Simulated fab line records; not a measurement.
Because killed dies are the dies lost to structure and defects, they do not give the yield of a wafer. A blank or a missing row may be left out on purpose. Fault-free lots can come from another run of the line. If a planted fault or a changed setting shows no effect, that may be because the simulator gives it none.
What tool caused it? | flow n5_finfet | 9 lots with 27 wafers sampled at 5 steps, on a route of 1938 steps

## WHAT EACH GAUGE READ, for each wafer
N5_BEOL_M4_RC_MEAS_101. Usual: DIBL_N 36.3 mV/V, standard deviation 1.7; DIBL_P 36.5 mV/V, standard deviation 1.8; IOFF_N 0.16 nA/um, standard deviation 0.033; IOFF_P 0.21 nA/um, standard deviation 0.037; ION_N 675 uA/um, standard deviation 11; ION_P 462 uA/um, standard deviation 7.9; SS_N 71.6 mV/dec, standard deviation 0.64; SS_P 73.3 mV/dec, standard deviation 0.68; VT_N 249 mV, standard deviation 3.3; VT_P -250 mV, standard deviation 3.3.
lot  | measured     | on        | DIBL_N (mV/V)  | DIBL_P (mV/V)  | IOFF_N (nA/um) | IOFF_P (nA/um) | ION_N (uA/um) | ION_P (uA/um) | SS_N (mV/dec)  | SS_P (mV/dec)  | VT_N (mV)   | VT_P (mV)      | flag
L578 | day 8 11:33  | prober-02 | 33.6 36.4 35.8 | 34.1 37.0 36.4 | 0.14 0.18 0.17 | 0.21 0.25 0.24 | 673 679 676   | 467 468 467   | 71.1 72.3 71.8 | 73.2 73.4 73.1 | 248 250 249 | -248 -249 -246 |
L584 | day 9 06:10  | prober-02 | 33.1 34.9 33.9 | 32.8 33.6 33.6 | 0.11 0.12 0.11 | 0.17 0.18 0.18 | 665 656 668   | 462 455 461   | 70.6 70.5 70.7 | 72.3 71.4 71.8 | 255 253 255 | -253 -250 -251 |
L583 | day 9 10:17  | prober-01 | 37.3 36.6 37.0 | 38.4 36.7 37.8 | 0.18 0.17 0.17 | 0.24 0.22 0.24 | 680 688 676   | 466 459 465   | 72.3 71.7 72.3 | 72.8 72.8 73.0 | 247 250 249 | -251 -253 -248 |
L586 | day 10 07:46 | prober-02 | 34.4 36.1 36.9 | 34.8 37.7 38.2 | 0.11 0.14 0.15 | 0.16 0.21 0.20 | 662 653 662   | 448 460 450   | 70.0 70.6 71.1 | 72.8 73.9 73.8 | 253 253 251 | -257 -251 -253 |
L588 | day 10 09:15 | prober-01 | 35.8 35.6 34.2 | 36.3 34.7 33.9 | 0.16 0.15 0.13 | 0.20 0.17 0.17 | 684 666 657   | 464 450 448   | 71.3 71.1 71.1 | 72.9 72.7 72.1 | 249 249 251 | -251 -253 -253 |
L589 | day 10 15:11 | prober-02 | 37.2 37.7 35.5 | 37.8 39.0 36.4 | 0.19 0.19 0.16 | 0.25 0.27 0.23 | 685 675 683   | 472 466 475   | 72.0 72.6 71.1 | 72.9 73.8 73.1 | 246 246 249 | -244 -247 -248 |
L595 | day 12 06:17 | prober-02 | 37.0 38.2 37.9 | 38.3 39.1 38.9 | 0.22 0.23 0.24 | 0.22 0.23 0.23 | 705 686 683   | 462 456 458   | 72.0 72.5 72.2 | 73.2 73.7 73.6 | 243 244 240 | -251 -248 -250 |
L596 | day 12 03:55 | prober-01 | 37.3 36.3 37.3 | 36.6 35.8 36.4 | 0.16 0.15 0.17 | 0.23 0.22 0.23 | 678 662 667   | 472 460 464   | 71.4 71.4 71.9 | 72.5 73.4 73.5 | 254 253 249 | -245 -248 -247 |
L598 | day 13 03:38 | prober-02 | 40.0 38.2 37.6 | 40.9 38.7 37.9 | 0.28 0.23 0.21 | 0.27 0.24 0.22 | 717 695 687   | 475 461 459   | 72.9 73.1 71.7 | 74.6 74.5 73.4 | 241 242 245 | -250 -249 -251 |

## WHAT TOOL EACH LOT RAN ON (gives the tool, then ch and the chambers of the sampled wafers, and finally the start)
lot  | N5_BEOL_M2_STRIP_66                | N5_BEOL_M2_HM_OPEN_17             | N5_BEOL_M2_ETCH_77                 | N5_BEOL_M2_ALD_98
L578 | rie_diel-01 ch 2,3, day 7 01:46    | rie_metal-03 ch 0,1, day 7 01:49  | rie_diel-06 ch 1,2, day 7 02:47    | ald_sin-03 ch 0,3, day 7 02:53
L584 | rie_diel-03 ch 1,2,3, day 8 01:04  | rie_metal-01 ch 0,1, day 8 01:06  | rie_diel-03 ch 0,1,3, day 8 01:54  | ald_sin-02 ch 1,3, day 8 02:00
L583 | rie_diel-06 ch 0,2,3, day 8 05:12  | rie_metal-03 ch 0,1, day 8 05:15  | rie_diel-01 ch 1,2,3, day 8 06:02  | ald_sin-04 ch 0,2,3, day 8 06:10
L586 | rie_diel-03 ch 0,2,3, day 8 19:15  | rie_metal-03 ch 0,1, day 8 19:18  | rie_diel-03 ch 1,2,3, day 8 20:07  | ald_sin-04 ch 0,1,2, day 8 20:26
L588 | rie_diel-01 ch 0,3, day 9 07:44    | rie_metal-03 ch 0,1, day 9 07:47  | rie_diel-01 ch 0,2,3, day 9 08:34  | ald_sin-02 ch 0,3, day 9 08:40
L589 | rie_diel-01 ch 0,3, day 9 14:28    | rie_metal-01 ch 1, day 9 14:30    | rie_diel-01 ch 0,1,2, day 9 15:09  | ald_sin-03 ch 2,3, day 9 15:23
L595 | rie_diel-01 ch 0,1,2, day 11 00:34 | rie_metal-01 ch 0,1, day 11 00:37 | rie_diel-06 ch 0,3, day 11 01:25   | ald_sin-04 ch 0,1,2, day 11 01:32
L596 | rie_diel-06 ch 0,1,2, day 11 04:26 | rie_metal-03 ch 0,1, day 11 04:30 | rie_diel-03 ch 1,2,3, day 11 05:08 | ald_sin-04 ch 0,1,2, day 11 05:16
L598 | rie_diel-06 ch 1,2, day 11 14:37   | rie_metal-01 ch 0,1, day 11 14:40 | rie_diel-03 ch 1,2, day 11 15:37   | ald_sin-04 ch 0,1, day 11 15:54
- N5_BEOL_M2_STRIP_66: strips in CF4.
- N5_BEOL_M2_HM_OPEN_17: chemistry Cl2/BCl3, target TiN, target depth 20 nm, overetch 6 nm.
- N5_BEOL_M2_ETCH_77: etches underlayer in N2/H2, target depth 6.5 nm, time 5.2 s.
- N5_BEOL_M2_ALD_98: deposits SiO2, target thk 2.5 nm, pulse time 1 s, co reactant pulse time 1 s.

## WHAT THE TOOLS THEMSELVES READ (means of the sampled wafers that have a number; where no wafer has one, the mark that the record gives instead)
N5_BEOL_M2_STRIP_66. Usual: drypump_motor_current_A 5.5 A, standard deviation 0.51; oes_product_au 0.77 a.u., standard deviation 0.071; rf_vpp_V 271.2 V, standard deviation 1.6; showerhead_plenum_p_Torr 1.80 Torr, standard deviation 0.062; throttle_valve_pct 13.62 %, standard deviation 0.26.
lot  | tool        | drypump_motor_current_A (A) | oes_product_au (a.u.) | rf_vpp_V (V) | showerhead_plenum_p_Torr (Torr) | throttle_valve_pct (%) | flag
L578 | rie_diel-01 | 6.1                         | 0.84                  | 273.1        | 1.90                            | 13.45                  |
L584 | rie_diel-03 | 5.5                         | 0.81                  | 270.2        | 1.76                            | 13.49                  |
L583 | rie_diel-06 | 5.0                         | 0.77                  | 270.8        | 1.77                            | 13.55                  |
L586 | rie_diel-03 | 5.9                         | 0.77                  | 271.0        | 1.80                            | 13.74                  |
L588 | rie_diel-01 | 5.9                         | 0.75                  | 271.7        | 1.82                            | 13.70                  |
L589 | rie_diel-01 | 5.9                         | 0.75                  | 271.9        | 1.82                            | 13.71                  |
L595 | rie_diel-01 | 5.5                         | 0.78                  | 271.4        | 1.80                            | 13.72                  |
L596 | rie_diel-06 | 5.2                         | 0.74                  | 271.1        | 1.79                            | 13.73                  |
L598 | rie_diel-06 | 5.3                         | 0.76                  | 269.7        | 1.75                            | 13.67                  |

N5_BEOL_M2_HM_OPEN_17. Usual: bcl3_flow_sccm 21.75 sccm, standard deviation 0.064; drypump_motor_current_A 5.8 A, standard deviation 0.61; oes_ar_750_au 0.72 a.u., standard deviation 0.12; oes_product_au 0.61 a.u., standard deviation 0.097; throttle_valve_pct 22.24 %, standard deviation 0.22.
lot  | tool         | bcl3_flow_sccm (sccm) | drypump_motor_current_A (A) | oes_ar_750_au (a.u.) | oes_product_au (a.u.) | throttle_valve_pct (%) | flag
L578 | rie_metal-03 | 21.79                 | 6.1                         | 0.66                 | 0.57                  | 22.30                  |
L584 | rie_metal-01 | 21.69                 | 5.6                         | 0.73                 | 0.62                  | 22.06                  |
L583 | rie_metal-03 | 21.81                 | 6.0                         | 0.65                 | 0.57                  | 22.30                  |
L586 | rie_metal-03 | 21.77                 | 5.4                         | 0.63                 | 0.55                  | 22.33                  |
L588 | rie_metal-03 | 21.78                 | 5.4                         | 0.63                 | 0.55                  | 22.35                  |
L589 | rie_metal-01 | 21.66                 | 5.5                         | 0.77                 | 0.67                  | 22.04                  |
L595 | rie_metal-01 | 21.71                 | 5.8                         | 0.91                 | 0.78                  | 21.96                  |
L596 | rie_metal-03 | 21.72                 | 6.0                         | 0.64                 | 0.56                  | 22.31                  |
L598 | rie_metal-01 | 21.78                 | 5.6                         | 0.83                 | 0.71                  | 22.00                  |

N5_BEOL_M2_ETCH_77. Usual: drypump_motor_current_A 5.6 A, standard deviation 0.51; etch_rf_on_time_s 5.21 s, standard deviation 0.13; oes_product_au 0.67 a.u., standard deviation 0.065; rf_vpp_V 524.3 V, standard deviation 2.9; showerhead_plenum_p_Torr 2.56 Torr, standard deviation 0.096; throttle_valve_pct 17.89 %, standard deviation 0.25.
lot  | tool        | drypump_motor_current_A (A) | etch_rf_on_time_s (s) | oes_product_au (a.u.) | rf_vpp_V (V) | showerhead_plenum_p_Torr (Torr) | throttle_valve_pct (%) | flag
L578 | rie_diel-06 | 5.3                         | 5.15                  | 0.69                  | 524.5        | 2.53                            | 17.83                  |
L584 | rie_diel-03 | 5.6                         | 5.14                  | 0.70                  | 524.2        | 2.56                            | 17.76                  |
L583 | rie_diel-01 | 5.8                         | 5.24                  | 0.73                  | 525.3        | 2.62                            | 17.79                  |
L586 | rie_diel-03 | 5.5                         | 5.26                  | 0.69                  | 522.6        | 2.48                            | 17.72                  |
L588 | rie_diel-01 | 5.8                         | 5.25                  | 0.66                  | 527.8        | 2.62                            | 17.93                  |
L589 | rie_diel-01 | 5.6                         | 5.33                  | 0.67                  | 523.5        | 2.55                            | 17.98                  |
L595 | rie_diel-06 | 4.9                         | 5.30                  | 0.65                  | 522.8        | 2.52                            | 17.93                  |
L596 | rie_diel-03 | 5.5                         | 5.27                  | 0.67                  | 522.5        | 2.48                            | 17.77                  |
L598 | rie_diel-03 | 5.5                         | 5.27                  | 0.61                  | 520.4        | 2.41                            | 17.86                  |

N5_BEOL_M2_ALD_98. Usual: heater_power_w 79 W, standard deviation 10; precursor_pulse_height_rel 1.002, standard deviation 0.018; susceptor_temp_C 100.01 C, standard deviation 0.13.
lot  | tool       | heater_power_w (W) | precursor_pulse_height_rel | susceptor_temp_C (C) | flag
L578 | ald_sin-03 | 78                 | 1.003                      | 99.91                |
L584 | ald_sin-02 | 76                 | 1.004                      | 99.99                |
L583 | ald_sin-04 | 84                 | 1.014                      | 100.01               |
L586 | ald_sin-04 | 77                 | 1.008                      | 100.02               |
L588 | ald_sin-02 | 93                 | 1.006                      | 100.10               |
L589 | ald_sin-03 | 83                 | 0.978                      | 99.95                |
L595 | ald_sin-04 | 86                 | 1.000                      | 105.22               | OFF
L596 | ald_sin-04 | 85                 | 0.988                      | 105.30               | OFF
L598 | ald_sin-04 | 77                 | 1.012                      | 105.21               | OFF

## THE ANSWER, worked out from the rows above alone
Rule: take the mean of a lot's wafers that have a number; if it is more than 3 standard deviations from the usual mean, the lot is off. Also off: a lot with no number at a reading for which 4 or more lots have one. All remaining lots with rows at the step are treated as sound. First the gauges in route order, then the tools' own readings, where a lot's mean is used as printed above. The first step at which some lot is off is used, and at that step the reading that is off furthest; a lot without a number counts as furthest.
Off: L595, L596, L598, at N5_BEOL_M2_ALD_98 (susceptor_temp_C).
A tool fits if, at that step or a process step before it, it ran every lot that is off, and no sound lot after the first of them. One fits: ald_sin-04 at N5_BEOL_M2_ALD_98. Its last sound lot is L586 (day 8 20:26), its first lot that is off L595 (day 11 01:32): a fault that began between those two fits.
On the lots that are off, the tool's own readings at N5_BEOL_M2_ALD_98 differ by more than 5 times the standard deviation of the sound lots' means, which bears it out; susceptor_temp_C reads 105.24 C there versus 100.00 C on the sound lots.

## WHAT WAS PUT IN BY THE SIMULATOR
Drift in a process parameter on ald_sin-04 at N5_BEOL_M2_ALD_98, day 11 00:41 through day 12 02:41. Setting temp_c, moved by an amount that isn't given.
Struck lots among those shown: L596, L595, L598. This agrees with what the rule above found.
